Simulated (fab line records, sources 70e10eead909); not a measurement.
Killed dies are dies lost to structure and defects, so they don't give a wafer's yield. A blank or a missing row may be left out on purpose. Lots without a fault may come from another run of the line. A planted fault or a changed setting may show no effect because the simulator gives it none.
fab line records | flow nand_harc
record lots=6 wafers=18 last_day=26
route steps=1159 shown A_M1@1038 END@1159
lots that met no fault: from a run of the same line without faults
start_h: hours from the record's first day to the start of the lot's first wafer shown | wait_h: hours since the lot's step before | " the same as in the row above | L1.1+2: a row that stands for several wafers | - no value, or no start given | * or withheld: withheld | < > ~ a bound
route shown NAME@n: a module of which the file shows steps, and the number in the route of the first | usual: mean/standard deviation of fault-free wafers | same: alike in all rows | chamber/n: place in a boat | sites: the reading at each site | _std_site: their standard deviation | _edge_site: outer sites' mean less inner sites' | radius_mm: how far each site lies from the wafer's centre | mask NAME#n: copy n | behind: the tool/chamber that last shaped the wafer | hold: why the lot was held/for how many hours/how that ended | device: the transistor (n, p or np) that didn't switch | end of line: the same wafers' tests at the end of the route | a step without rows: its recipe alone | killed: dies lost to structure and defects at the first sort, not the wafer's yield | map: a wafer's dies, x killed, . not, _ none there
set.NAME: the setting as run; set.NAME@STEP: as run at that earlier step | model.NAME: the simulator's own value behind a step, which no gauge read
lots at some steps of the route; a table a step, a row a wafer
services: from which hour (start_h, from the record's first day; less than 0 if before it) a tool's chamber was out of use, for how many hours, and why
## steps
# step NHARC_A_M1_INSPECT_11
# usual raw_defect_count=29/15
# columns lot.wafer tool chamber start_h wait_h raw_defect_count
L486.1 defect_inspect-01 - 422.25 0.0 21
L486.2 " - " " 24
L486.4 " - " " 17
L492.2 defect_inspect-01 - 458.84 0.0 27
L492.4 " - " " 26
L492.6 " - " " 30
L494.1 defect_inspect-01 - 474.20 0.0 50
L494.2 " - " " 43
L494.5 " - " " 42
L496.2 defect_inspect-02 - 474.97 0.0 19
L496.4 " - " " 36
L496.6 " - " " 25
L504.3 defect_inspect-01 - 537.64 0.0 47
L504.5 " - " " 36
L504.6 " - " " 32
L506.3 defect_inspect-02 - 550.88 0.0 21
L506.4 " - " " 30
L506.5 " - " " 29
# step NHARC_A_M1_DESCUM_14
# recipe time_s=3 o2_flow_sccm=200 ar_flow_sccm=0 bias_power_w=0 chemistry=O2
# usual drypump_motor_current_A=5.8/0.46 oes_product_au=0.997/0.014 rf_vpp_V=58.0/0.9 showerhead_plenum_p_Torr=1.95/0.076 throttle_valve_pct=11.312/0.0091
# columns lot.wafer tool chamber start_h wait_h drypump_motor_current_A oes_product_au rf_hours_counter_h rf_vpp_V showerhead_plenum_p_Torr throttle_valve_pct
L486.2 rie_diel-02 3 422.32 0.1 6.0 0.980 2 57.4 1.80 11.311
L486.1 " 0 " " 5.7 1.007 2 57.0 1.95 11.324
L486.4 " 2 " " 5.4 0.985 - 57.4 1.88 11.307
L492.2 rie_diel-09 1 458.90 0.1 6.5 0.998 2 59.0 1.98 11.322
L492.4 " 0 " " 5.3 0.999 2 57.8 1.99 11.317
L492.6 " 2 " " 6.2 0.984 - 59.3 2.02 11.306
L494.1 rie_diel-02 1 474.26 0.1 6.1 1.015 3 57.0 1.87 11.333
L494.2 " 2 " " 5.4 0.986 4 59.0 1.88 11.310
L494.5 " 2 " " 5.4 0.987 - 58.3 1.88 11.320
L496.2 rie_diel-05 0 475.03 0.1 5.5 1.003 9 55.8 1.80 11.331
L496.4 " 2 " " 6.4 1.022 7 57.1 1.98 11.307
L496.6 " 1 " " 6.3 1.010 - 58.3 2.02 11.301
L504.3 rie_diel-02 0 537.72 0.1 5.7 0.985 0 58.2 1.95 11.320
L504.5 " 1 " " 6.2 1.012 - 56.5 1.87 11.301
L504.6 " 2 " " 5.4 1.008 - 57.9 1.88 11.314
L506.3 rie_diel-09 0 550.95 0.1 5.3 0.980 7 58.3 1.99 11.311
L506.4 " 2 " " 6.2 0.979 7 58.2 2.02 11.318
L506.5 " 0 " " 5.3 0.982 - 57.5 1.99 11.305
# step NHARC_A_M1_ETCH_35
# recipe target_depth_a=400 overetch_a=120 time_s=43.94 ion_energy_ev=200 n2_flow_sccm=150 h2_flow_sccm=150 ar_flow_sccm=0 rf_w=400 bias_w=150 chemistry=N2/H2
# usual drypump_motor_current_A=5.8/0.46 oes_product_au=0.996/0.014 rf_vpp_V=431.7/2.5 showerhead_plenum_p_Torr=2.08/0.085 throttle_valve_pct=14.170/0.0089
# columns lot.wafer tool chamber start_h wait_h drypump_motor_current_A oes_product_au rf_hours_counter_h rf_vpp_V showerhead_plenum_p_Torr throttle_valve_pct
L486.1 rie_diel-02 2 422.42 0.1 5.4 0.989 2 430.0 2.01 14.169
L486.2 " 3 " " 6.1 0.981 2 426.8 1.91 14.170
L486.4 " 0 " " 5.7 0.999 - 431.6 2.08 14.178
L492.4 rie_diel-09 1 458.98 0.1 6.5 0.992 2 431.5 2.11 14.156
L492.2 " 0 " " 5.3 0.999 2 432.4 2.13 14.190
L492.6 " 1 " " 6.5 0.994 - 432.5 2.11 14.167
L494.2 rie_diel-02 1 474.35 0.1 6.2 1.024 3 427.7 1.99 14.161
L494.1 " 3 " " 6.1 0.986 4 427.6 1.91 14.176
L494.5 " 2 " " 5.4 0.993 - 430.5 2.01 14.177
L496.4 rie_diel-05 0 475.11 0.1 5.6 1.018 9 428.1 1.92 14.158
L496.2 " 3 " " 4.9 1.007 8 434.0 2.13 14.190
L496.6 " 1 " " 6.3 1.017 - 435.5 2.16 14.166
L504.3 rie_diel-02 3 538.26 0.5 6.1 0.975 0 427.4 1.91 14.169
L504.6 " 0 " " 5.8 0.991 - 431.3 2.08 14.160
L504.5 " 1 " " 6.2 1.012 - 430.1 1.99 14.162
L506.3 rie_diel-09 0 551.03 0.1 5.3 0.981 7 433.5 2.12 14.170
L506.4 " 1 " " 6.6 0.996 7 432.7 2.11 14.174
L506.5 " 3 " " 5.5 0.999 - 434.5 2.15 14.173
# step NHARC_A_M1_ETCH_15
# recipe target_depth_a=1825 time_s=91.2 c4f8_flow_sccm=withheld ar_flow_sccm=400 rf_w=600 bias_w=300 chemistry=C4F8/Ar
# step NHARC_A_M1_CD_MEAS_16
# usual cd_nm=119.8/0.96
# columns lot.wafer tool chamber start_h wait_h cd_nm
L486.1 cd_sem-03 - 422.66 - 121.2
L486.2 " - " " 118.6
L486.4 " - " " 119.5
L492.2 cd_sem-01 - 459.24 - 119.5
L492.4 " - " " 119.3
L492.6 " - " " 118.7
L494.1 cd_sem-03 - 474.57 - 117.0
L494.2 " - " " 121.3
L494.5 " - " " 120.0
L496.2 cd_sem-02 - 475.33 - 121.4
L496.4 " - " " 119.2
L496.6 " - " " 119.4
L504.3 cd_sem-01 - 538.47 - 120.9
L504.5 " - " " 119.6
L504.6 " - " " 121.0
L506.3 cd_sem-03 - 551.25 - 118.6
L506.4 " - " " 119.8
L506.5 " - " " 118.3
# step NHARC_A_M1_STRIP_18
# recipe power_w=1000 n2_flow_sccm=150 h2_flow_sccm=150 ar_flow_sccm=0 bias_w=0 chemistry=N2/H2
# step NHARC_A_M1_ETCH_28
# recipe target_depth_a=300 over_etch_frac=0.3 time_s=72.99 ion_energy_ev=150 cf4_flow_sccm=50 n2_flow_sccm=100 ar_flow_sccm=150 rf_w=300 bias_w=100 chemistry=CF4/N2
# usual drypump_motor_current_A=5.9/0.46 oes_product_au=0.997/0.015 rf_vpp_V=314.8/2 showerhead_plenum_p_Torr=2.66/0.1 throttle_valve_pct=19.795/0.0089
# columns lot.wafer tool chamber start_h wait_h drypump_motor_current_A oes_product_au rf_hours_counter_h rf_vpp_V showerhead_plenum_p_Torr throttle_valve_pct
L486.4 rie_diel-09 3 - - 5.5 1.015 10.7 317.4 2.76 19.799
L486.1 " 0 " " 5.3 0.975 10.6 315.5 2.73 19.805
L486.2 " 1 " " 6.5 0.991 10.5 315.6 2.71 19.803
L492.4 rie_diel-02 1 - - 6.2 1.002 3.1 312.6 2.57 19.790
L492.2 " 2 " " 5.4 0.981 3.4 313.9 2.59 19.792
L492.6 " 0 " " 5.7 0.997 - 315.1 2.67 19.795
L494.2 rie_diel-05 1 - - 6.3 1.017 8.6 316.5 2.77 19.790
L494.1 " 2 " " 6.3 1.021 7.2 315.0 2.71 19.789
L494.5 " 0 " " 5.6 1.019 - 312.0 2.48 19.779
L496.4 rie_diel-02 3 - - 6.0 0.985 4.1 312.5 2.48 19.801
L496.2 " 0 " " 5.7 0.996 3.6 315.4 2.67 19.810
L496.6 " 0 " " 5.7 0.998 - 315.9 2.67 19.788
L504.3 rie_diel-09 0 - - 5.3 0.987 6.1 314.8 2.73 19.782
L504.5 " 2 " " 6.2 0.976 - 315.7 2.76 19.796
L504.6 " 3 " " 5.5 0.994 - 315.0 2.76 19.816
L506.3 rie_diel-09 1 - - 6.6 1.009 7.3 314.9 2.71 19.804
L506.4 " 2 " " 6.2 0.982 7.5 317.2 2.76 19.800
L506.5 " 1 " " 6.6 1.011 - 314.9 2.71 19.799
# step NHARC_A_M1_STRIP_19
# recipe time_s=600 temp_c=30 chemistry=post_etch_residue_remover
# step NHARC_A_M1_DEGAS_29
# recipe temp_c=250 time_s=60
# step NHARC_A_M1_PRE_CLEAN_30
# recipe time_s=30 temp_c=280 gas=H2/He
# usual heater_power_w=400/33
# columns lot.wafer tool chamber start_h wait_h heater_power_w
L486.2 pvd_sputter-03 - - - 392
L486.1 " - " " 383
L486.4 " - " " 489
L492.4 pvd_sputter-01 - - - 338
L492.2 " - " " 379
L492.6 " - " " 330
L494.1 pvd_sputter-01 - - - 384
L494.2 " - " " 402
L494.5 " - " " 331
L496.4 pvd_sputter-02 - - - 357
L496.2 " - " " 399
L496.6 " - " " 356
L504.3 pvd_sputter-01 - - - 405
L504.6 " - " " 453
L504.5 " - " " 354
L506.4 pvd_sputter-02 - - - 399
L506.3 " - " " 393
L506.5 " - " " 394
# step NHARC_A_M1_PVD_20
# recipe target_thk_a=50 bias_v=168.6 power_w=15000 chamber_pressure_pa=0.12 time_s=8.06 substrate_temp_c=50 material=TaN
# usual throttle_valve_pct=30.3/0.99
# columns lot.wafer tool chamber start_h wait_h throttle_valve_pct
L486.4 pvd_sputter-03 - - - 31.5
L486.2 " - " " 29.7
L486.1 " - " " 30.0
L492.4 pvd_sputter-01 - - - 30.0
L492.2 " - " " 28.5
L492.6 " - " " 29.7
L494.1 pvd_sputter-01 - - - 32.6
L494.2 " - " " 30.3
L494.5 " - " " 28.7
L496.2 pvd_sputter-02 - - - 31.2
L496.4 " - " " 31.1
L496.6 " - " " 30.0
L504.3 pvd_sputter-01 - - - 31.1
L504.6 " - " " 31.0
L504.5 " - " " 32.7
L506.3 pvd_sputter-02 - - - 29.1
L506.4 " - " " 31.0
L506.5 " - " " 31.2
# step NHARC_A_M1_PVD_21
# recipe target_thk_a=300 chamber_pressure_pa=5 power_w=5000 substrate_temp_c=30 time_s=20.49 material=Cu
# step NHARC_A_M1_ECD_22
# recipe target_thk_a=4000 bath_temp_c=25 material=Cu
# usual bath_heat_duty_pct=6.5/0.9 bath_temp_c=25.01/0.11
# columns lot.wafer tool chamber start_h wait_h bath_heat_duty_pct bath_temp_c
L486.2 ecd_cu-01 1 423.76 - 7.0 24.79
L486.1 " 0 " " 5.6 24.84
L486.4 " 0 " " 5.5 24.92
L492.2 ecd_cu-02 0 460.36 - 6.3 24.96
L492.4 " 1 " " 8.0 25.21
L492.6 " 1 " " 7.1 24.95
L494.2 ecd_cu-01 1 475.68 - - -
L494.1 " 0 " " - -
L494.5 " 0 " " - -
L496.2 ecd_cu-01 0 476.46 - - -
L496.4 " 1 " " - -
L496.6 " 1 " " - -
L504.3 ecd_cu-01 0 540.29 - 5.6 25.20
L504.5 " 1 " " 6.8 25.12
L504.6 " 0 " " 6.4 25.25
L506.4 ecd_cu-01 0 552.58 - 5.8 25.04
L506.3 " 1 " " 7.1 24.93
L506.5 " 1 " " 6.5 24.91
# step NHARC_A_M1_ANNEAL_31
# recipe temp_c=225 time_s=90
# step NHARC_A_M1_CMP_23
# recipe t_overpolish_s=20 target_thk_nm=154.34
# usual motor_current_A=12.1/1.1 time_to_endpoint_s=31/3.1
# columns lot.wafer tool chamber start_h wait_h motor_current_A time_to_endpoint_s
L486.2 cmp-04 3 424.50 - 10.8 33
L486.4 " 0 " " 11.5 30
L486.1 " 1 " " 13.7 34
L492.2 cmp-04 2 461.04 - 13.0 28
L492.4 " 3 " " 10.2 36
L492.6 " 3 " " 10.5 33
L494.1 cmp-03 2 476.41 - 14.2 6
L494.2 " 0 " " 12.9 3
L494.5 " 3 " " 10.2 2
L496.2 cmp-04 0 477.15 - 11.4 5
L496.4 " 1 " " 12.9 6
L496.6 " 1 " " 12.9 7
L504.3 cmp-04 2 540.89 - 13.2 30
L504.6 " 1 " " 12.4 40
L504.5 " 2 " " 13.0 33
L506.3 cmp-01 0 553.26 - 12.9 31
L506.4 " 1 " " 11.9 34
L506.5 " 3 " " 10.6 29
# step NHARC_A_M1_THK_MEAS_24
# recipe thk_meas_gauge=xrf
# usual thk_nm=155.3/1.7
# columns lot.wafer tool chamber start_h wait_h thk_nm
L486.1 film_metro-02 - 424.79 - 154.6
L486.2 " - " " 154.5
L486.4 " - " " 155.1
L492.2 film_metro-02 - 461.35 - 154.2
L492.4 " - " " 155.9
L492.6 " - " " 155.1
L494.1 film_metro-02 - 476.72 - 29.2
L494.2 " - " " 31.6
L494.5 " - " " 28.6
L496.2 film_metro-01 - 477.47 - 29.0
L496.4 " - " " 29.4
L496.6 " - " " 29.8
L504.3 film_metro-02 - 541.19 - 156.0
L504.5 " - " " 155.3
L504.6 " - " " 157.2
L506.3 film_metro-01 - 553.54 - 154.7
L506.4 " - " " 156.8
L506.5 " - " " 156.1
# step NHARC_A_M1_SRD_25
# step NHARC_END_SORT_01
# recipe temp_c=25
# usual defect_limited_yield=95.4/1.7 killed_at_array=27/12 killed_at_other=0.9/1.1 killed_at_periphery=3.2/2.4 killed_dies=31/12 killed_open=3.3/1.7 killed_short=2.0/1.6 sort_bin_2_pct=1.5/0.74 sort_bin_3_pct=0.25/0.22 sort_bin_4_pct=2.9/1.1 sort_n_pass=646/12 sort_rim_yield_pct=97.2/1.8 sort_yield_pct=95.4/1.7
# same gross_dies=677 sort_bin_5_pct[%]=0 sort_bin_6_pct[%]=0 sort_bin_7_pct[%]=0 sort_bin_8_pct[%]=0 sort_rim_n_gross=106.00
# columns lot.wafer tool chamber start_h wait_h defect_limited_yield[%] killed_at_array killed_at_other killed_at_periphery killed_dies killed_open killed_short sort_bin_2_pct[%] sort_bin_3_pct[%] sort_bin_4_pct[%] sort_n_pass sort_rim_yield_pct[%] sort_yield_pct[%]
L486.1 prober-02 0 547.89 2.5 96.2 23 1 2 26 1 3 0.9 0.30 2.7 651 99.1 96.2
L486.2 prober-02 0 548.70 2.8 96.0 26 0 1 27 4 2 1.3 0 2.7 650 96.2 96.0
L486.4 prober-02 0 550.31 3.4 97.5 16 0 1 17 3 3 0.7 0.15 1.6 660 98.1 97.5
L492.2 prober-01 0 572.19 2.8 96.2 23 1 2 26 2 1 1.3 0 2.5 651 97.2 96.2
L492.4 prober-01 0 573.76 3.3 95.9 21 4 3 28 1 1 2.1 0 2.1 649 100.0 95.9
L492.6 prober-01 0 575.33 3.9 95.7 24 3 2 29 4 1 1.5 0.30 2.5 648 95.3 95.7
L494.1 prober-02 0 579.01 2.5 0 672 0 5 677 4 1 94.8 0.59 4.6 0 0 0
L494.2 prober-02 0 579.82 2.8 0 672 0 5 677 1 3 96.2 0.30 3.5 0 0 0
L494.5 prober-02 0 582.25 3.7 0 676 0 1 677 5 0 96.3 0.15 3.5 0 0 0
L496.2 prober-01 0 579.92 2.8 0 675 1 1 677 2 2 98.2 0.15 1.6 0 0 0
L496.4 prober-01 0 581.54 3.4 0 675 0 2 677 4 4 95.7 0.44 3.8 0 0 0
L496.6 prober-01 0 583.15 4.0 0 675 1 1 677 3 2 97.3 0.15 2.5 0 0 0
L506.3 prober-02 0 627.62 3.1 96.3 22 0 3 25 5 0 1.5 0 2.2 652 97.2 96.3
L506.4 prober-02 0 628.42 3.4 95.4 29 1 1 31 4 1 1.5 0.15 3.0 646 99.1 95.4
L506.5 prober-02 0 629.23 3.7 95.3 31 0 1 32 3 3 1.3 0.30 3.1 645 96.2 95.3
# killed by level:class
L486.1 A_CHANNEL_HOLE_D1:chamber_film_flake=13 A_CONTACT:chamber_film_flake=5 P_STI:geometric_particle:short=1 A_CHANNEL_HOLE_D1:geometric_particle:open=1 A_CHANNEL_FILL_D1:geometric_particle:short=1 A_WL_FILL:geometric_particle:short=1 P_STI:chamber_film_flake=1 A_SGD_CUT:chamber_film_flake=1
L486.2 A_CHANNEL_HOLE_D1:chamber_film_flake=16 A_CONTACT:chamber_film_flake=2 A_ONON_D1:geometric_particle:open=1 A_CHANNEL_HOLE_D1:geometric_particle:short=1 A_CHANNEL_FILL_D1:geometric_particle:short=1 A_CHANNEL_FILL_D1:geometric_particle:open=1 A_WL_FILL:geometric_particle:open=1 A_CONTACT:geometric_particle:open=1
L486.4 A_CHANNEL_HOLE_D1:chamber_film_flake=7 A_CONTACT:geometric_particle:open=2 P_M0:geometric_particle:open=1 A_CHANNEL_FILL_D1:geometric_particle:short=1 A_WL_FILL:geometric_particle:short=1 A_M0:geometric_particle:short=1 A_CHANNEL_FILL_D1:chamber_film_flake=1 A_SGD_CUT:chamber_film_flake=1
L492.2 A_CHANNEL_HOLE_D1:chamber_film_flake=20 P_M0:geometric_particle:open=1 P_M1:geometric_particle:open=1 A_BONDPAD:geometric_particle:short=1 A_STAIRCASE:chamber_film_flake=1 A_BLC:chamber_film_flake=1 THIN_TSV:chamber_film_flake=1
L492.4 A_CHANNEL_HOLE_D1:chamber_film_flake=18 THIN_TSV:chamber_film_flake=4 A_STAIRCASE:chamber_film_flake=2 P_CONTACT:geometric_particle:short=1 P_CONTACT:geometric_particle:open=1 P_M1:chamber_film_flake=1 A_CONTACT:chamber_film_flake=1
L492.6 A_CHANNEL_HOLE_D1:chamber_film_flake=17 A_STAIRCASE:chamber_film_flake=3 THIN_TSV:chamber_film_flake=3 P_CONTACT:geometric_particle:open=1 P_M0:geometric_particle:short=1 A_WL_FILL:geometric_particle:open=1 A_CONTACT:geometric_particle:open=1 A_BLC:geometric_particle:open=1
L494.1 A_M1:area_ecd=626 A_CHANNEL_HOLE_D1:chamber_film_flake=20 A_SLIT:chamber_film_flake=15 A_STAIRCASE:chamber_film_flake=4 A_CHANNEL_FILL_D1:chamber_film_flake=2 A_CONTACT:chamber_film_flake=2 P_CONTACT:geometric_particle:open=1 P_M0:geometric_particle:open=1
L494.2 A_M1:area_ecd=632 A_CHANNEL_HOLE_D1:chamber_film_flake=19 A_SLIT:chamber_film_flake=10 A_STAIRCASE:chamber_film_flake=6 P_GATE:chamber_film_flake=3 A_ONON_D1:geometric_particle:short=2 P_M1:geometric_particle:open=1 A_CHANNEL_FILL_D1:geometric_particle:short=1
L496.2 A_M1:area_ecd=656 A_CHANNEL_HOLE_D1:chamber_film_flake=15 A_WL_FILL:geometric_particle:short=2 P_CONTACT:geometric_particle:open=1 A_BLC:geometric_particle:open=1 A_CONTACT:chamber_film_flake=1 THIN_TSV:chamber_film_flake=1
L496.4 A_M1:area_ecd=640 A_CHANNEL_HOLE_D1:chamber_film_flake=23 A_CONTACT:geometric_particle:open=3 A_CONTACT:chamber_film_flake=3 A_STAIRCASE:chamber_film_flake=2 P_GATE:geometric_particle:short=1 P_M0:geometric_particle:short=1 A_CHANNEL_HOLE_D1:geometric_particle:open=1
L494.5 A_M1:area_ecd=638 A_CHANNEL_HOLE_D1:chamber_film_flake=20 A_SLIT:chamber_film_flake=10 A_STAIRCASE:chamber_film_flake=4 A_CONTACT:geometric_particle:open=3 P_M1:geometric_particle:open=1 A_M0:geometric_particle:open=1
L496.6 A_M1:area_ecd=649 A_CHANNEL_HOLE_D1:chamber_film_flake=19 A_SGD_CUT:geometric_particle:open=2 A_STAIRCASE:chamber_film_flake=2 A_CONTACT:chamber_film_flake=2 P_M0:geometric_particle:open=1 A_CONTACT:geometric_particle:short=1 STARTING-WAFER:geometric_particle:short=1
L506.3 A_STAIRCASE:chamber_film_flake=7 A_CHANNEL_HOLE_D1:chamber_film_flake=6 A_CONTACT:chamber_film_flake=5 A_M1:geometric_particle:open=2 P_CONTACT:geometric_particle:open=1 P_M0:geometric_particle:open=1 A_CONTACT:geometric_particle:open=1 P_STI:chamber_film_flake=1
L506.4 A_CHANNEL_HOLE_D1:chamber_film_flake=13 A_STAIRCASE:chamber_film_flake=6 A_CONTACT:chamber_film_flake=4 P_CONTACT:geometric_particle:open=1 A_ONON_D1:geometric_particle:open=1 A_CHANNEL_HOLE_D1:geometric_particle:short=1 A_WL_FILL:geometric_particle:open=1 A_CONTACT:geometric_particle:open=1
L506.5 A_CHANNEL_HOLE_D1:chamber_film_flake=13 A_STAIRCASE:chamber_film_flake=9 A_CONTACT:chamber_film_flake=4 A_ONON_D1:geometric_particle:open=2 P_M0:geometric_particle:open=1 A_CHANNEL_FILL_D1:geometric_particle:short=1 A_SGD_CUT:geometric_particle:short=1 A_CONTACT:geometric_particle:short=1
# map L494.1 (x killed, . not)
____________x____________
_________xxxxxxx_________
_______xxxxxxxxxxx_______
______xxxxxxxxxxxxx______
_____xxxxxxxxxxxxxxx_____
____xxxxxxxxxxxxxxxxx____
____xxxxxxxxxxxxxxxxx____
___xxxxxxxxxxxxxxxxxxx___
___xxxxxxxxxxxxxxxxxxx___
__xxxxxxxxxxxxxxxxxxxxx__
__xxxxxxxxxxxxxxxxxxxxx__
_xxxxxxxxxxxxxxxxxxxxxxx_
_xxxxxxxxxxxxxxxxxxxxxxx_
_xxxxxxxxxxxxxxxxxxxxxxx_
_xxxxxxxxxxxxxxxxxxxxxxx_
_xxxxxxxxxxxxxxxxxxxxxxx_
xxxxxxxxxxxxxxxxxxxxxxxxx
xxxxxxxxxxxxxxxxxxxxxxxxx
xxxxxxxxxxxxxxxxxxxxxxxxx
xxxxxxxxxxxxxxxxxxxxxxxxx
xxxxxxxxxxxxxxxxxxxxxxxxx
_xxxxxxxxxxxxxxxxxxxxxxx_
_xxxxxxxxxxxxxxxxxxxxxxx_
_xxxxxxxxxxxxxxxxxxxxxxx_
_xxxxxxxxxxxxxxxxxxxxxxx_
_xxxxxxxxxxxxxxxxxxxxxxx_
__xxxxxxxxxxxxxxxxxxxxx__
__xxxxxxxxxxxxxxxxxxxxx__
___xxxxxxxxxxxxxxxxxxx___
___xxxxxxxxxxxxxxxxxxx___
____xxxxxxxxxxxxxxxxx____
____xxxxxxxxxxxxxxxxx____
_____xxxxxxxxxxxxxxx_____
______xxxxxxxxxxxxx______
_______xxxxxxxxxxx_______
_________xxxxxxx_________
____________x____________
# map L496.2 (x killed, . not)
____________x____________
_________xxxxxxx_________
_______xxxxxxxxxxx_______
______xxxxxxxxxxxxx______
_____xxxxxxxxxxxxxxx_____
____xxxxxxxxxxxxxxxxx____
____xxxxxxxxxxxxxxxxx____
___xxxxxxxxxxxxxxxxxxx___
___xxxxxxxxxxxxxxxxxxx___
__xxxxxxxxxxxxxxxxxxxxx__
__xxxxxxxxxxxxxxxxxxxxx__
_xxxxxxxxxxxxxxxxxxxxxxx_
_xxxxxxxxxxxxxxxxxxxxxxx_
_xxxxxxxxxxxxxxxxxxxxxxx_
_xxxxxxxxxxxxxxxxxxxxxxx_
_xxxxxxxxxxxxxxxxxxxxxxx_
xxxxxxxxxxxxxxxxxxxxxxxxx
xxxxxxxxxxxxxxxxxxxxxxxxx
xxxxxxxxxxxxxxxxxxxxxxxxx
xxxxxxxxxxxxxxxxxxxxxxxxx
xxxxxxxxxxxxxxxxxxxxxxxxx
_xxxxxxxxxxxxxxxxxxxxxxx_
_xxxxxxxxxxxxxxxxxxxxxxx_
_xxxxxxxxxxxxxxxxxxxxxxx_
_xxxxxxxxxxxxxxxxxxxxxxx_
_xxxxxxxxxxxxxxxxxxxxxxx_
__xxxxxxxxxxxxxxxxxxxxx__
__xxxxxxxxxxxxxxxxxxxxx__
___xxxxxxxxxxxxxxxxxxx___
___xxxxxxxxxxxxxxxxxxx___
____xxxxxxxxxxxxxxxxx____
____xxxxxxxxxxxxxxxxx____
_____xxxxxxxxxxxxxxx_____
______xxxxxxxxxxxxx______
_______xxxxxxxxxxx_______
_________xxxxxxx_________
____________x____________
## services
# columns tool chamber start_h hours kind
cmp-04 - 399.07 4.0 pm
rie_diel-05 3 404.91 5.2 repair
rie_diel-02 1 416.58 14.9 repair
rie_diel-05 2 416.88 2.6 repair
rie_diel-05 1 418.84 2.9 repair
rie_diel-02 2 425.58 5.9 repair
rie_diel-02 0 430.15 9.7 repair
rie_diel-09 - 431.15 9.0 pm
ecd_cu-01 - 448.00 8.0 pm
rie_diel-05 2 449.90 18.6 repair
cmp-04 - 455.90 0.8 repair
rie_diel-09 1 483.01 1.3 repair
rie_diel-05 2 492.54 1.3 repair
cmp-04 - 497.07 4.0 pm
rie_diel-02 2 501.23 6.0 repair
rie_diel-02 - 504.70 9.0 pm
rie_diel-09 0 507.93 8.8 repair
rie_diel-05 0 512.41 19.5 repair
pvd_sputter-01 - 514.02 10.0 pm
rie_diel-05 - 517.60 9.0 pm
rie_diel-05 3 529.22 7.4 repair
pvd_sputter-01 - 545.71 0.9 repair
pvd_sputter-01 - 551.42 7.0 repair
rie_diel-02 1 552.03 7.0 repair
## key
first_sign step=NHARC_A_M1_ECD_22 reading=tool_record direction=missing
effect step=NHARC_A_M1_CMP_23 reading=time_to_endpoint_s direction=down sigmas=8.4 usual=* struck=*
effect step=NHARC_A_M1_THK_MEAS_24 reading=thk_nm direction=down sigmas=73 usual=155.3 struck=29.6
effect step=NHARC_END_SORT_01 reading=sort_bin_2_pct direction=up sigmas=99+ usual=1.5 struck=96.4
more_kills_born_at NHARC_A_M1_ECD_22@ecd_cu-01=3841
met_at NHARC_A_M1_ECD_22
struck_wafers L494.1,L494.2,L494.5,L496.2,L496.4,L496.6
later_rows_left_out L494.1,L494.2,L494.5,L496.2,L496.4,L496.6
onset_between 423.76 475.68
fault kind=skipped_step_whole tool=ecd_cu-01 chamber=- onset_h=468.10 steps=NHARC_A_M1_ECD_22 scope=struck_lots_only
# later_rows_left_out: the simulator's readings of these wafers behind a module that went badly wrong aren't trusted and aren't shown, but for the sort
